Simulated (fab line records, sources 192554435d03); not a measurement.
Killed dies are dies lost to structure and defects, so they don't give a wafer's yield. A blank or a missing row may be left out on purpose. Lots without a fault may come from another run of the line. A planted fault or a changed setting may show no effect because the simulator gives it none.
Chamber matching | flow n5_finfet | N5_BEOL_M0_SAQP_STRIP_108 on rie_diel-05: 4 sister chambers
The step strips in N2/H2. 4 wafers are shown with their chamber, then 9 later ones without.

WAFERS WITH THEIR CHAMBER
wafer  | chamber | showerhead_plenum_p_Torr (Torr)
L083.2 | 1       | 3.24
L085.3 | 0       | 3.44
L089.1 | 2       | 3.40
L089.6 | 3       | 3.45

WAFERS WITHOUT THEIR CHAMBER
wafer  | showerhead_plenum_p_Torr (Torr)
L091.2 | 3.24
L091.3 | 3.45
L091.6 | 3.24
L093.1 | 3.43
L093.2 | 3.45
L093.5 | 3.43
L097.1 | 3.40
L097.4 | 3.43
L097.6 | 3.43

WHICH CHAMBER EACH WENT THROUGH
wafer  | from the rows above     | in truth
L091.2 | 1                       | 1
L091.3 | can't be placed: 3 or 0 | 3
L091.6 | 1                       | 1
L093.1 | can't be placed: 0 or 3 | 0
L093.2 | can't be placed: 3 or 0 | 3
L093.5 | can't be placed: 0 or 3 | 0
L097.1 | 2                       | 2
L097.4 | can't be placed: 0 or 3 | 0
L097.6 | can't be placed: 0 or 3 | 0
Placed correctly: 3 of 9. Can't be placed from these rows: 6 (the true chamber is among the candidates in 6). Placed wrongly: 0.
How it was worked out, from the rows above alone: a wafer's distance from a chamber is the root of the sum, over the readings, of the square of ((its reading less the chamber's mean) divided by the reading's scatter). The wafer belongs to the nearest chamber; if the next one is less than 2 further off, it can't be placed. A chamber's mean is the mean of its shown wafers. The scatter: with one shown wafer a chamber, the root of the mean of the squares of how far each hidden wafer lies from its nearest shown one.
